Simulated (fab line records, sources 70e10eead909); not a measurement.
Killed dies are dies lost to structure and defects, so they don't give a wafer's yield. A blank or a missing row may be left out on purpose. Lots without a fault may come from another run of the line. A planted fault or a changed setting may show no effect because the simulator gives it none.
Chamber matching | flow nand_harc | NHARC_A_STAIRCASE_DESCUM_168 on rie_diel-13: 4 sister chambers
The step chemistry O2, time 3 s. 20 wafers are shown with their chamber, then 10 later ones without.

WAFERS WITH THEIR CHAMBER
wafer  | chamber | showerhead_plenum_p_Torr (Torr) | drypump_motor_current_A (A) | rf_vpp_V (V)
L076.1 | 2       | 1.84                            | 5.7                         | 57.4
L076.2 | 0       | 1.83                            | 5.1                         | 57.5
L076.3 | 1       | 1.93                            | 5.6                         | 57.4
L076.4 | 3       | 1.95                            | 5.8                         | 58.1
L076.5 | 2       | 1.84                            | 5.6                         | 57.1
L076.6 | 3       | 1.95                            | 5.7                         | 57.9
L078.1 | 0       | 1.83                            | 5.1                         | 58.0
L078.3 | 2       | 1.84                            | 5.7                         | 57.3
L078.6 | 3       | 1.95                            | 5.7                         | 58.2
L077.3 | 3       | 1.95                            | 5.7                         | 56.3
L077.5 | 3       | 1.95                            | 5.7                         | 57.2
L077.6 | 0       | 1.83                            | 5.1                         | 57.8
L077.1 | 0       | 1.83                            | 5.1                         | 56.8
L077.2 | 1       | 1.93                            | 5.6                         | 57.9
L077.4 | 2       | 1.84                            | 5.7                         | 57.1
L080.1 | 1       | 1.92                            | 5.6                         | 58.8
L080.4 | 3       | 1.94                            | 5.7                         | 57.4
L080.5 | 0       | 1.83                            | 5.1                         | 58.6
L088.2 | 1       | 1.92                            | 5.6                         | 57.0
L088.3 | 2       | 1.84                            | 5.7                         | 57.1

SIGNATURES (means of the wafers above)
reading                  | chamber 0 | chamber 1 | chamber 2 | chamber 3 | scatter within a chamber
showerhead_plenum_p_Torr | 1.8300    | 1.9250    | 1.8400    | 1.9483    | 0.00339
drypump_motor_current_A  | 5.100     | 5.600     | 5.680     | 5.717     | 0.032
rf_vpp_V                 | 57.740    | 57.775    | 57.200    | 57.517    | 0.622
Rule: a wafer's distance from a chamber is the root of the sum, over the readings, of the square of ((its reading less the chamber's mean) divided by the reading's scatter). The wafer belongs to the nearest chamber; if the next one is less than 2 further off, it can't be placed. The scatter: the root of (the sum of the squares of (reading less its chamber's mean) over the shown wafers, divided by (wafers less chambers)).

WAFERS WITHOUT THEIR CHAMBER
wafer  | showerhead_plenum_p_Torr (Torr) | drypump_motor_current_A (A) | rf_vpp_V (V)
L088.4 | 1.94                            | 5.7                         | 58.9
L090.1 | 1.94                            | 5.7                         | 58.8
L090.3 | 1.82                            | 5.1                         | 56.3
L090.5 | 1.82                            | 5.1                         | 57.1
L090.2 | 1.83                            | 5.7                         | 58.0
L090.4 | 1.92                            | 5.6                         | 57.6
L090.6 | 1.92                            | 5.6                         | 57.2
L097.1 | 1.82                            | 5.1                         | 59.9
L097.2 | 1.93                            | 5.7                         | 57.6
L097.5 | 1.92                            | 5.6                         | 57.4

WHICH CHAMBER EACH WENT THROUGH
wafer  | from the rows above     | in truth
L088.4 | 3                       | 3
L090.1 | 3                       | 3
L090.3 | 0                       | 0
L090.5 | 0                       | 0
L090.2 | 2                       | 2
L090.4 | 1                       | 1
L090.6 | 1                       | 1
L097.1 | 0                       | 0
L097.2 | can't be placed: 1 or 3 | 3
L097.5 | 1                       | 1
Placed correctly: 9 of 10. Can't be placed from these rows: 1 (the true chamber is among the candidates in 1). Placed wrongly: 0.
